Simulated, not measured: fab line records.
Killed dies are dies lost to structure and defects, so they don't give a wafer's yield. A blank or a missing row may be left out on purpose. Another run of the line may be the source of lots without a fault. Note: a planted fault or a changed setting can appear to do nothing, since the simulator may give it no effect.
A struck lot beside a sound one / flow n5Finfet / 31 steps out of a route of 1938
Sound: the wafers L126.3, L126.5, L126.6. The struck wafers were L133.2, L133.3, L133.5. The cause is named last.
Order at every step that has rows: each side's tool, ch and its chambers, its first start. Under that, the readings that differ: sound wafers / struck wafers / difference of the means / sigmas: that difference in standard deviations of wafers without a fault.
alike: same words and numbers on both sides, and readings whose means sit less than 2 such deviations apart. not compared: any withheld reading, any reading some wafer has no value for, any bound like >300 that may hide the same value, and any number with overlapping values for which the record gives no deviation.
Wherever a step has rows on one side only, a row that says differs or no value, or a row with sigmas, the two part there. Numbers that don't overlap but have no deviation are shown without sigmas and don't part them. A reading that every wafer of one side lacks parts them only if that side has two wafers or more.

first, 6 steps without rows for these wafers: N5_BEOL_M13_EBR_06; N5_BEOL_M13_SOFTBAKE_05 (time 60 s); N5_BEOL_M13_EXPOSE_07 (exposes mask V12); N5_BEOL_M13_PEB_08 (peb time 90 s); N5_BEOL_M13_DEVELOP_09 (develop time 45 s); N5_BEOL_M13_HARDBAKE_14 (time 120 s).
N5_BEOL_M13_CD_MEAS_10 targets a cd of 190 nm.
  sound on cdSem-01 ch 0, day 10 19:11; struck on cdSem-01 ch 0, day 12 14:34
reading=cdNm (nm); sound=190.1 190.3 189.2; struck=192.6 193.4 191.9; difference=+2.8; sigmas=+2
N5_BEOL_M13_OVL_MEAS_11:
  sound on overlay-02 ch 0, day 10 19:13; struck on overlay-02 ch 0, day 12 14:35
  alike: V12_OVL
N5_BEOL_M13_INSPECT_12: inspects for defects (macro).
  struck on defectInspect-01, day 12 14:37; sound on defectInspect-01, day 10 19:14
  alike: rawDefectCount
N5_BEOL_M13_DESCUM_15: chemistry O2, time 7.9 s.
  sound on rieDiel-05 ch 0,1,3, day 10 19:16; struck on rieDiel-04 ch 0,3, day 12 14:39
  alike: chamberPressureMTorr, drypumpMotorCurrentA, oesProductAu, rfVppV, showerheadPlenumPTorr, throttleValvePct
  not compared: rfHoursCounterH
N5_BEOL_M13_ETCH_59: etches BARC in N2/H2, target depth 89 nm, overetch 26.7 nm, time 67.9 s.
  sound on rieDiel-05 ch 0,1,3, day 10 19:18; struck on rieDiel-04 ch 0,3, day 12 14:41
  alike: chamberPressureMTorr, drypumpMotorCurrentA, oesProductAu, rfVppV, showerheadPlenumPTorr, throttleValvePct
  not compared: rfHoursCounterH
N5_BEOL_M13_VIA_ETCH_16: etches SiOC in C4F8/O2/Ar, target depth 921.7 nm.
  sound on rieDiel-05 ch 0,1,3, day 10 19:21; struck on rieDiel-04 ch 0,3, day 12 14:44
  alike: C4F8_flow_sccm, chamberPressureMTorr, drypumpMotorCurrentA, oesProductAu, rfVppV, showerheadPlenumPTorr, throttleValvePct
N5_BEOL_M13_STRIP_63: strips in N2/H2.
  sound on plasmaAsher-02 ch 0,1, day 10 19:37; struck on plasmaAsher-01 ch 0,1, day 12 14:58
  alike: chamberPressureMTorr, drypumpMotorCurrentA, heaterPowerW, oesProductAu, stripTimeToEndpointS
  not compared: rfHoursCounterH
N5_BEOL_M13_STRIP_64: strips in N2/H2.
  sound on plasmaAsher-02 ch 0,1, day 10 19:40; struck on plasmaAsher-01 ch 0,1, day 12 15:02
  alike: drypumpMotorCurrentA, heaterPowerW, oesProductAu, stripTimeToEndpointS
  not compared: rfHoursCounterH
then, 2 steps without rows for these wafers: N5_BEOL_M13_STRIP_71 (strips in post etch residue remover, time 60 s); N5_BEOL_M13_SRD_72 (time 30 s, dry time 30 s).
N5_BEOL_M13_CD_MEAS_17 targets a cd of 190 nm.
  struck on cdSem-02, day 12 15:11; sound on cdSem-01, day 10 19:49
reading=cdNm (nm); sound=189.8 189.5 189.5; struck=192.7 193.4 191.9; difference=+3.1; sigmas=+2
then, 9 steps without rows for these wafers: N5_BEOL_M13_COAT_65 (time 60 s, resist thk 350 nm); N5_BEOL_M13_COAT_66 (time 60 s, resist thk 110 nm); N5_BEOL_M13_COAT_22 (resist thk 300 nm); N5_BEOL_M13_EBR_24; N5_BEOL_M13_SOFTBAKE_23 (time 60 s); N5_BEOL_M13_EXPOSE_25 (exposes mask M13, target cd 210 nm); N5_BEOL_M13_PEB_26 (peb time 90 s); N5_BEOL_M13_DEVELOP_27 (develop time 45 s); N5_BEOL_M13_HARDBAKE_32 (time 120 s).
N5_BEOL_M13_CD_MEAS_28 targets a cd of 209.5 nm.
  sound on cdSem-01 ch 0, day 10 20:16; struck on cdSem-02 ch 0, day 12 15:31
  alike: cdNm
N5_BEOL_M13_OVL_MEAS_29:
  sound on overlay-02 ch 0, day 10 20:17; struck on overlay-01 ch 0, day 12 15:32
  alike: M13_OVL
N5_BEOL_M13_INSPECT_30: inspects for defects (macro).
  struck on defectInspect-01, day 12 15:34; sound on defectInspect-01, day 10 20:19
reading=rawDefectCount; sound=1 3 1; struck=>300 >300 >300; difference=differs; sigmas=
N5_BEOL_M13_DESCUM_33: chemistry O2, time 7.9 s.
  sound on rieDiel-04 ch 1,2,3, day 10 20:21; struck on rieDiel-03 ch 0,2, day 12 15:35
  alike: chamberPressureMTorr, drypumpMotorCurrentA, oesProductAu, rfVppV, showerheadPlenumPTorr, throttleValvePct
  not compared: rfHoursCounterH
N5_PASSIVATION_PROBE_49:
  rows exist in the record for the sound wafers here (prober-02, day 12 03:14), none for the struck ones

== WHERE THEY PART ==
Earliest at N5_BEOL_M13_CD_MEAS_10; latest, in this record, at N5_PASSIVATION_PROBE_49.

WHY: what had been put in by the simulator
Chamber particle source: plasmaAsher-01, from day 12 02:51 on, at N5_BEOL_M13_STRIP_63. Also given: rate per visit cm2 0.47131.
